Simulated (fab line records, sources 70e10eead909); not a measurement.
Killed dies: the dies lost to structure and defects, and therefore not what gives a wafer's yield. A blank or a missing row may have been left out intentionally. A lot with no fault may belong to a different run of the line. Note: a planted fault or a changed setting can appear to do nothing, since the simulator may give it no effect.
What tool caused it? ; flow nand-harc ; 18 wafers from 6 lots sampled at 3 of the route's 1159 steps

WHAT EACH GAUGE READ, for each wafer
NHARC_P_M2_CD_MEAS_09: target cd 170 nm.
lot;measured;on;cd-nm (nm)
L630;day 6 14:50;cd-sem-03;171.2 170.6 169.7
L633;day 7 07:42;cd-sem-02;170.2 169.6 170.0
L634;day 7 21:31;cd-sem-02;179.6 179.7 178.6
L647;day 10 19:40;cd-sem-03;170.9 169.8 170.1
L650;day 11 10:10;cd-sem-02;169.8 169.7 170.1
L651;day 11 14:58;cd-sem-02;169.0 169.4 169.9

EACH LOT AND THE TOOL THAT RAN IT (in order: tool; ch and the chambers of the sampled wafers; start)
lot;NHARC_P_M1_PVD_20;NHARC_P_M2_PEB_07
L630;pvd-sputter-02, day 6 14:45 or earlier;litho-track-01 ch 0, day 6 14:45
L633;pvd-sputter-02, day 7 07:37 or earlier;litho-track-01 ch 0, day 7 07:37
L634;pvd-sputter-03, day 7 21:26 or earlier;litho-track-01 ch 0, day 7 21:26
L647;pvd-sputter-02, day 10 19:35 or earlier;litho-track-06 ch 0, day 10 19:35
L650;pvd-sputter-03, day 11 10:05 or earlier;litho-track-06 ch 0, day 11 10:05
L651;pvd-sputter-01, day 11 14:53 or earlier;litho-track-01 ch 0, day 11 14:53
- NHARC_P_M1_PVD_20: deposits TaN, target thk 5 nm, time 8.06 s.
- NHARC_P_M2_PEB_07: peb time 65 s.

THE ANSWER, worked out from the rows above alone
Rule: what is usual is taken from the lots themselves. The widest of any qualifying gaps counts: lots, ordered by their means at a reading, are off when they make up no more than a third of the lots, leave a main group of 4 or more, and stand apart from it by 3 or more times the standard deviation of that group's means. A main group whose means are all the same, to the digits that the tables above print for the reading, isn't used. Also off: a lot with no number at a reading for which 4 or more lots have one. All remaining lots with rows at the step are treated as sound.
Off at NHARC_P_M2_CD_MEAS_09 (cd-nm): L634. Main group: mean 170.0 nm, sd 0.36.
A tool fits if, at a process step before that reading, it ran every lot that is off, and no sound lot after the first of them. The gauges at NHARC_P_M2_CD_MEAS_09 are tried like those tools. NHARC_P_M1_PVD_20 gives no start for some lots, so the hours and the order of its lots are those of NHARC_P_M2_PEB_07. No candidate that was tried fits.

WHAT HAD BEEN PUT IN BY THE SIMULATOR
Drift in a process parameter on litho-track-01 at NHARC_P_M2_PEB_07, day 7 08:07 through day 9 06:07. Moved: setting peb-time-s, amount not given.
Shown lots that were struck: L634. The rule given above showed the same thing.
